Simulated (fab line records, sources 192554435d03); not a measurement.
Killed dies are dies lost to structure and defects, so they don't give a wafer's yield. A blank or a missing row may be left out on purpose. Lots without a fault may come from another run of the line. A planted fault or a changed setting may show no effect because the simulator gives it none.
fab line records | flow n5_finfet
record lots=8 wafers=24 last_day=18
route steps=1938 shown BEOL_M1@778 BEOL_M4@1111
lots that met no fault: from a run of the same line without faults
start_h: hours from the record's first day to the start of the lot's first wafer shown | wait_h: hours since the lot's step before | " the same as in the row above | L1.1+2: a row that stands for several wafers | - no value, or no start given | * or withheld: withheld | < > ~ a bound
route shown NAME@n: a module of which the file shows steps, and the number in the route of the first | usual: mean/standard deviation of fault-free wafers | same: alike in all rows | chamber/n: place in a boat | sites: the reading at each site | _std_site: their standard deviation | _edge_site: outer sites' mean less inner sites' | radius_mm: how far each site lies from the wafer's centre | mask NAME#n: copy n | behind: the tool/chamber that last shaped the wafer | hold: why the lot was held/for how many hours/how that ended | device: the transistor (n, p or np) that didn't switch | end of line: the same wafers' tests at the end of the route | a step without rows: its recipe alone | killed: dies lost to structure and defects at the first sort, not the wafer's yield | map: a wafer's dies, x killed, . not, _ none there
set.NAME: the setting as run; set.NAME@STEP: as run at that earlier step | model.NAME: the simulator's own value behind a step, which no gauge read
steps of the route over a sample of lots; a table a step, a row a wafer
services: from which hour (start_h, from the record's first day; less than 0 if before it) a tool's chamber was out of use, for how many hours, and why
## steps
# step N5_BEOL_M1_COAT_68
# recipe resist=SiARC temp_c=220 time_s=60 spin_rpm=1500 resist_thk_nm=12
# usual spin_speed_rpm=1500.3/0.92
# columns lot.wafer tool chamber start_h wait_h spin_speed_rpm
L800.2 litho_track-02 0 163.15 - 1499.7
L800.4 " 0 " " 1501.2
L800.5 " 0 " " 1500.9
L806.1 litho_track-01 0 212.50 - 1499.9
L806.3 " 0 " " 1499.0
L806.4 " 0 " " 1501.6
L807.1 litho_track-02 0 214.93 - 1498.9
L807.4 " 0 " " 1499.5
L807.5 " 0 " " 1499.3
L811.2 litho_track-02 0 227.87 - 1822.4
L811.3 " 0 " " 1822.4
L811.4 " 0 " " 1822.5
L810.2 litho_track-02 0 228.00 - 1823.8
L810.3 " 0 " " 1824.7
L810.6 " 0 " " 1823.0
L812.1 litho_track-03 0 237.76 - 1501.7
L812.2 " 0 " " 1501.6
L812.4 " 0 " " 1499.4
L814.2 litho_track-03 0 247.96 - 1500.6
L814.3 " 0 " " 1499.6
L814.4 " 0 " " 1499.7
L816.1 litho_track-03 0 259.31 - 1499.9
L816.4 " 0 " " 1499.8
L816.5 " 0 " " 1498.6
# step N5_BEOL_M1_INSPECT_30
# recipe mode=adi inspect_instrument=brightfield
# usual raw_defect_count=391/88
# columns lot.wafer tool chamber start_h wait_h raw_defect_count
L800.2 defect_inspect-02 - 163.52 0.0 567
L800.4 " - " " 452
L800.5 " - " " 407
L806.1 defect_inspect-02 - 212.99 0.1 533
L806.3 " - " " 416
L806.4 " - " " 458
L807.1 defect_inspect-01 - 215.30 0.1 475
L807.4 " - " " 432
L807.5 " - " " 410
L811.2 defect_inspect-01 - 228.36 0.0 418
L811.3 " - " " 370
L811.4 " - " " 526
L810.2 defect_inspect-02 - 228.55 0.0 388
L810.3 " - " " 357
L810.6 " - " " 460
L812.1 defect_inspect-02 - 238.13 0.1 561
L812.2 " - " " 407
L812.4 " - " " 518
L814.2 defect_inspect-02 - 248.33 0.0 342
L814.3 " - " " 387
L814.4 " - " " 309
L816.1 defect_inspect-01 - 259.68 0.1 306
L816.4 " - " " 375
L816.5 " - " " 266
# step N5_BEOL_M1_DESCUM_33
# recipe chemistry=O2 time_s=7 source_power_w=50 bias_power_w=20 pressure_mtorr=20 rf_frequency_hz=2.712e+07 temp_c=40 resist=CAR-EUV o2_flow_sccm=225
# usual drypump_motor_current_A=5.7/0.47 oes_product_au=0.79/0.088 rf_vpp_V=242.4/1 showerhead_plenum_p_Torr=2.04/0.056 throttle_valve_pct=20.47/0.28
# columns lot.wafer tool chamber start_h wait_h drypump_motor_current_A oes_product_au rf_hours_counter_h rf_vpp_V showerhead_plenum_p_Torr throttle_valve_pct
L800.2 rie_diel-06 2 163.55 0.0 5.8 0.74 176 244.4 2.10 20.82
L800.4 " 3 " " 5.0 0.76 167 241.7 1.99 20.43
L800.5 " 0 " " 6.2 0.88 - 241.1 2.04 20.08
L806.1 rie_diel-03 2 213.19 0.2 5.6 0.72 200 241.8 2.08 20.86
L806.3 " 1 " " 5.7 0.68 242 243.3 2.04 20.85
L806.4 " 0 " " 6.0 0.90 37 243.6 2.16 20.66
L807.1 rie_diel-06 1 215.34 0.0 5.3 0.71 216 242.1 1.97 20.16
L807.4 " 2 " " 5.8 0.72 188 243.5 2.10 20.83
L807.5 " 3 " " 5.0 0.74 - 241.0 1.98 20.44
L811.2 rie_diel-01 3 229.03 0.7 6.7 0.73 169 242.6 2.10 20.51
L811.3 " 2 " " 6.0 0.89 24 243.9 2.06 20.56
L811.4 " 1 " " 5.8 0.87 80 242.4 2.01 20.10
L810.2 rie_diel-03 2 229.45 0.9 5.6 0.71 206 243.7 2.08 20.87
L810.3 " 1 " " 5.6 0.68 248 242.8 2.04 20.87
L810.6 " 0 " " 6.0 0.89 - 244.8 2.16 20.66
L812.1 rie_diel-06 3 238.16 0.0 5.0 0.74 189 241.2 1.98 20.47
L812.2 " 0 " " 6.2 0.85 66 241.5 2.03 20.12
L812.4 " 3 " " 5.0 0.74 - 240.8 1.98 20.45
L814.2 rie_diel-01 3 248.37 0.0 6.7 0.73 176 242.5 2.09 20.53
L814.3 " 2 " " 6.0 0.88 31 242.5 2.06 20.58
L814.4 " 0 " " 6.1 0.88 38 241.9 2.07 20.49
L816.1 rie_diel-06 3 260.36 0.7 5.0 0.73 199 240.9 1.98 20.47
L816.4 " 0 " " 6.2 0.83 76 242.5 2.03 20.13
L816.5 " 0 " " 6.2 0.83 - 242.1 2.03 20.14
# step N5_BEOL_M1_ETCH_77
# recipe chemistry=N2/H2 target=underlayer target_depth_a=65 mask_material=CAR-EUV time_s=5.2 ion_energy_ev=200 pressure_mtorr=30 source_w=840 bias_w=150 n2_flow_sccm=200 h2_flow_sccm=200 ends=cleared
# usual drypump_motor_current_A=5.7/0.47 etch_rf_on_time_s=5.20/0.11 n2_flow_sccm=200.0/0.57 oes_product_au=0.67/0.074 rf_vpp_V=522.1/2 showerhead_plenum_p_Torr=2.48/0.052 throttle_valve_pct=17.91/0.24
# columns lot.wafer tool chamber start_h wait_h drypump_motor_current_A etch_rf_on_time_s n2_flow_sccm oes_product_au rf_hours_counter_h rf_vpp_V showerhead_plenum_p_Torr throttle_valve_pct
L800.2 rie_diel-06 2 163.59 0.0 5.8 5.11 199.6 0.63 176 523.2 2.52 17.97
L800.4 " 3 " " 5.0 5.22 200.7 0.64 167 522.2 2.43 17.94
L800.5 " 0 " " 6.2 5.27 199.6 0.75 - 521.5 2.48 17.59
L806.1 rie_diel-03 2 213.23 0.0 5.6 5.33 199.9 0.61 200 523.1 2.52 18.20
L806.3 " 1 " " 5.7 5.20 199.6 0.59 242 522.8 2.51 18.42
L806.4 " 0 " " 6.0 5.29 199.1 0.77 37 525.6 2.59 17.93
L807.1 rie_diel-06 1 215.37 0.0 5.3 5.37 199.5 0.60 216 519.6 2.42 17.93
L807.4 " 2 " " 5.8 5.12 200.4 0.63 188 523.6 2.52 18.00
L807.5 " 3 " " 5.0 5.29 199.8 0.62 - 522.4 2.42 17.97
L811.2 rie_diel-01 3 229.07 0.0 6.7 4.99 200.5 0.64 169 522.5 2.54 17.92
L811.3 " 2 " " 6.0 5.05 198.9 0.79 24 522.3 2.50 18.02
L811.4 " 1 " " 5.9 5.06 200.8 0.74 80 523.6 2.45 17.53
L810.2 rie_diel-03 2 229.48 0.0 5.6 5.34 200.8 0.60 206 523.0 2.52 18.24
L810.3 " 1 " " 5.6 5.30 199.6 0.57 248 523.6 2.51 18.45
L810.6 " 0 " " 6.0 5.32 198.6 0.74 - 525.9 2.59 17.98
L812.1 rie_diel-06 3 238.20 0.0 5.0 5.25 200.1 0.62 189 521.5 2.42 17.98
L812.2 " 0 " " 6.2 5.34 200.7 0.72 66 520.4 2.47 17.61
L812.4 " 3 " " 5.0 5.22 200.0 0.62 - 520.8 2.42 17.97
L814.2 rie_diel-01 3 248.40 0.0 6.7 5.07 199.9 0.63 176 524.2 2.54 17.94
L814.3 " 2 " " 6.0 5.11 199.3 0.77 31 523.7 2.50 18.05
L814.4 " 0 " " 6.1 5.23 200.1 0.74 38 521.1 2.48 17.67
L816.1 rie_diel-06 3 260.40 0.0 5.0 5.18 200.5 0.62 199 521.8 2.41 18.00
L816.4 " 0 " " 6.2 5.30 201.5 0.70 76 520.4 2.47 17.63
L816.5 " 0 " " 6.2 5.30 200.1 0.71 - 519.5 2.47 17.64
# step N5_BEOL_M1_ETCH_69
# recipe chemistry=CF4 target=SiARC target_depth_a=156 mask_material=CAR-EUV time_s=26 ion_energy_ev=80 pressure_mtorr=40 source_w=545 bias_w=36 Ar_flow_sccm=100 cf4_flow_sccm=100 ends=cleared
# usual drypump_motor_current_A=5.7/0.47 etch_rf_on_time_s=25.9/0.58 oes_product_au=0.68/0.074 rf_vpp_V=183.5/0.91 showerhead_plenum_p_Torr=2.09/0.036 throttle_valve_pct=15.65/0.26
# columns lot.wafer tool chamber start_h wait_h drypump_motor_current_A etch_rf_on_time_s oes_product_au rf_hours_counter_h rf_vpp_V showerhead_plenum_p_Torr throttle_valve_pct
L800.2 rie_diel-06 2 163.61 0.0 5.8 25.1 0.64 176 184.4 2.14 15.87
L800.4 " 3 " " 5.0 25.9 0.64 167 182.9 2.05 15.71
L800.5 " 0 " " 6.2 26.4 0.75 - 183.5 2.09 15.31
L806.1 rie_diel-03 2 213.24 0.0 5.6 26.4 0.61 200 184.8 2.13 16.09
L806.3 " 1 " " 5.7 26.0 0.58 242 183.4 2.10 16.17
L806.4 " 0 " " 5.9 26.0 0.75 37 183.9 2.16 15.48
L807.1 rie_diel-06 1 215.39 0.0 5.3 26.7 0.60 216 181.7 2.05 15.62
L807.4 " 2 " " 5.8 25.1 0.63 188 185.6 2.13 15.91
L807.5 " 3 " " 5.0 26.3 0.63 - 182.5 2.04 15.75
L811.2 rie_diel-01 3 229.08 0.0 6.7 22.2 0.65 169 184.9 2.13 15.61
L811.3 " 2 " " 6.0 22.9 0.77 24 183.8 2.09 15.48
L811.4 " 1 " " 5.9 22.6 0.73 80 183.3 2.07 15.37
L810.2 rie_diel-03 2 229.50 0.0 5.6 24.0 0.61 206 184.3 2.13 16.11
L810.3 " 1 " " 5.6 23.8 0.58 248 184.1 2.10 16.18
L810.6 " 0 " " 6.0 23.9 0.74 - 183.6 2.15 15.51
L812.1 rie_diel-06 3 238.21 0.0 5.0 26.3 0.62 189 183.0 2.04 15.77
L812.2 " 0 " " 6.2 26.5 0.72 66 183.4 2.08 15.34
L812.4 " 3 " " 5.0 26.1 0.63 - 182.1 2.04 15.77
L814.2 rie_diel-01 3 248.42 0.0 6.7 24.9 0.63 176 182.9 2.13 15.60
L814.3 " 2 " " 6.0 25.4 0.76 31 184.5 2.09 15.50
L814.4 " 0 " " 6.1 25.5 0.75 38 184.3 2.09 15.51
L816.1 rie_diel-06 3 260.42 0.0 5.0 26.2 0.62 199 183.7 2.04 15.78
L816.4 " 0 " " 6.2 26.5 0.70 76 185.2 2.08 15.35
L816.5 " 0 " " 6.2 26.4 0.71 - 184.1 2.08 15.36
# step N5_BEOL_M4_RC_MEAS_101
# usual DIBL_N=35.8/1.8 DIBL_P=35.9/2.2 IOFF_N=0.16/0.035 IOFF_P=0.21/0.04 ION_N=672/11 ION_P=461/7.4 SS_N=71.4/0.64 SS_P=73.2/0.67 VT_N=250/3.5 VT_P=-251/3.4
# columns lot.wafer tool chamber start_h wait_h DIBL_N[mV/V] DIBL_P[mV/V] IOFF_N[nA/um] IOFF_P[nA/um] ION_N[uA/um] ION_P[uA/um] SS_N[mV/dec] SS_P[mV/dec] VT_N[mV] VT_P[mV]
L800.2 prober-01 0 209.22 0.2 36.0 35.7 0.15 0.20 665 462 71.5 72.8 254 -250
L800.4 " 0 " " 39.2 39.2 0.21 0.27 683 468 72.0 74.2 251 -248
L800.5 " 0 " " 38.9 39.0 0.20 0.25 676 470 72.2 73.1 248 -250
L806.1 prober-02 0 256.39 0.0 35.2 34.5 0.14 0.18 667 459 70.5 72.1 252 -250
L806.3 " 0 " " 37.3 37.3 0.16 0.22 684 467 71.4 72.6 250 -250
L806.4 " 0 " " 37.5 38.5 0.18 0.25 682 465 71.2 73.1 246 -249
L807.1 prober-02 0 259.85 0.0 34.3 34.6 0.13 0.21 658 462 71.3 73.0 253 -249
L807.4 " 0 " " 37.1 38.2 0.19 0.28 664 464 71.2 73.7 247 -246
L807.5 " 0 " " 35.0 35.8 0.15 0.23 669 470 70.5 72.3 249 -246
L810.2 prober-01 0 273.52 0.2 37.6 37.8 0.17 0.19 671 444 72.1 73.8 251 -257
L810.3 " 0 " " 36.7 36.8 0.15 0.17 668 446 72.0 73.5 252 -256
L810.6 " 0 " " 35.9 36.1 0.14 0.17 660 448 71.8 73.5 253 -256
L811.2 prober-01 0 280.65 0.2 37.3 36.3 0.18 0.21 672 458 72.0 73.2 248 -251
L811.3 " 0 " " 37.0 35.8 0.16 0.20 682 464 70.6 73.4 249 -251
L811.4 " 0 " " 32.9 31.6 0.11 0.15 661 456 70.9 72.5 252 -256
L812.1 prober-01 0 284.90 0.0 37.0 36.5 0.16 0.22 673 455 71.6 73.1 251 -249
L812.2 " 0 " " 37.4 37.5 0.17 0.26 670 462 71.8 74.1 248 -245
L812.4 " 0 " " 36.3 36.1 0.17 0.22 671 463 71.5 73.4 250 -247
L814.2 prober-01 0 287.94 0.2 37.1 37.8 0.17 0.21 679 458 72.1 74.1 246 -251
L814.3 " 0 " " 36.5 36.8 0.15 0.20 674 468 71.4 73.9 251 -255
L814.4 " 0 " " 33.7 32.5 0.11 0.15 660 454 70.9 72.8 255 -255
L816.1 prober-02 0 311.74 0.0 34.4 33.0 0.11 0.17 659 459 70.6 72.5 255 -251
L816.4 " 0 " " 35.2 34.1 0.12 0.18 658 459 71.7 72.9 255 -253
L816.5 " 0 " " 32.4 30.8 0.09 0.14 653 453 70.3 71.6 257 -255
## services
# columns tool chamber start_h hours kind
rie_diel-01 2 143.72 - clean
rie_diel-01 2 143.72 - consumable_replace:focus_ring
rie_diel-01 2 143.72 12.9 scheduled_down
rie_diel-01 2 143.72 12.9 vent_cycle
rie_diel-01 3 161.64 11.6 repair
rie_diel-03 3 167.69 6.6 repair
rie_diel-06 - 193.26 2.8 pm
rie_diel-06 1 217.57 10.0 repair
rie_diel-03 3 222.21 10.9 repair
litho_track-03 - 233.41 - consumable_replace:filter
litho_track-03 - 234.05 - consumable_replace:filter
rie_diel-03 1 238.81 - clean
rie_diel-03 1 238.81 - consumable_replace:focus_ring
rie_diel-03 1 238.81 25.4 scheduled_down
rie_diel-03 1 238.81 25.4 vent_cycle
rie_diel-03 - 252.59 14.6 pm
## key
first_sign step=N5_BEOL_M1_COAT_68 reading=spin_speed_rpm direction=up sigmas=99+ usual=* struck=*
effect step=N5_BEOL_M1_ETCH_69 reading=etch_rf_on_time_s direction=down sigmas=4.7 usual=* struck=*
met_at N5_BEOL_M1_COAT_68
struck_lots L810,L811
not_acting_at N5_BEOL_M1_INSPECT_30,N5_BEOL_M1_DESCUM_33,N5_BEOL_M1_ETCH_77
onset_between 214.93 227.87
fault kind=process_parameter_drift tool=litho_track-02 chamber=- onset_h=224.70 steps=N5_BEOL_M1_COAT_68 channel=spin_rpm offset=* shape=step end_h=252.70 acts_in=* stated=*
